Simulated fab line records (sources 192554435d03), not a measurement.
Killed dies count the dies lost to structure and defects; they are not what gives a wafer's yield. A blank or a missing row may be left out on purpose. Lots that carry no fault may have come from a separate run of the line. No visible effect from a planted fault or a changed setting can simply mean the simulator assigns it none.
Matching of chambers || flow n5Finfet || 4 sister chambers for N5_FIN_SAQP_SPACER2_ETCHBACK_29 on rieDiel-04
The step etches SiO2 in CHF3/O2, target depth 12.2 nm, time 6.1 s. 8 wafers are shown with their chamber, then 7 later ones without.

== EACH WAFER AND ITS CHAMBER ==
{"wafer": "L074.2", "chamber": 1, "showerheadPlenumPTorr (Torr)": 2.47, "throttleValvePct (%)": 18.99}
{"wafer": "L075.5", "chamber": 1, "showerheadPlenumPTorr (Torr)": 2.46, "throttleValvePct (%)": 19.00}
{"wafer": "L077.2", "chamber": 2, "showerheadPlenumPTorr (Torr)": 2.39, "throttleValvePct (%)": 18.98}
{"wafer": "L077.6", "chamber": 3, "showerheadPlenumPTorr (Torr)": 2.48, "throttleValvePct (%)": 18.76}
{"wafer": "L081.4", "chamber": 3, "showerheadPlenumPTorr (Torr)": 2.48, "throttleValvePct (%)": 18.78}
{"wafer": "L081.6", "chamber": 0, "showerheadPlenumPTorr (Torr)": 2.38, "throttleValvePct (%)": 18.66}
{"wafer": "L084.3", "chamber": 2, "showerheadPlenumPTorr (Torr)": 2.38, "throttleValvePct (%)": 19.01}
{"wafer": "L084.4", "chamber": 0, "showerheadPlenumPTorr (Torr)": 2.38, "throttleValvePct (%)": 18.67}

== WAFERS WITH NO CHAMBER GIVEN ==
{"wafer": "L084.6", "showerheadPlenumPTorr (Torr)": 2.46, "throttleValvePct (%)": 18.61}
{"wafer": "L095.1", "showerheadPlenumPTorr (Torr)": 2.38, "throttleValvePct (%)": 19.04}
{"wafer": "L095.3", "showerheadPlenumPTorr (Torr)": 2.47, "throttleValvePct (%)": 18.83}
{"wafer": "L095.6", "showerheadPlenumPTorr (Torr)": 2.37, "throttleValvePct (%)": 18.70}
{"wafer": "L097.1", "showerheadPlenumPTorr (Torr)": 2.45, "throttleValvePct (%)": 18.66}
{"wafer": "L097.3", "showerheadPlenumPTorr (Torr)": 2.47, "throttleValvePct (%)": 18.84}
{"wafer": "L097.6", "showerheadPlenumPTorr (Torr)": 2.47, "throttleValvePct (%)": 18.83}

== WHICH CHAMBER EACH ONE RAN IN ==
{"wafer": "L084.6", "from the rows above": 3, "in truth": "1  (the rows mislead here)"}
{"wafer": "L095.1", "from the rows above": 2, "in truth": 2}
{"wafer": "L095.3", "from the rows above": 3, "in truth": 3}
{"wafer": "L095.6", "from the rows above": 0, "in truth": 0}
{"wafer": "L097.1", "from the rows above": 3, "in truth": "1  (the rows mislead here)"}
{"wafer": "L097.3", "from the rows above": 3, "in truth": 3}
{"wafer": "L097.6", "from the rows above": 3, "in truth": 3}
Placed correctly: 5 of 7. Left unplaced by these rows: 0. Number placed wrongly: 2.
How it was worked out, from the rows above alone: a wafer's distance from a chamber is the root of the sum, over the readings, of the square of ((its reading less the chamber's mean) divided by the reading's scatter). If the next closest chamber is less than 2 further off than the closest, the wafer can't be placed; otherwise it belongs to the closest. Each chamber's mean is taken over the wafers shown for it. The scatter: the root of (the sum of the squares of (reading less its chamber's mean) over the shown wafers, divided by (wafers less chambers)).
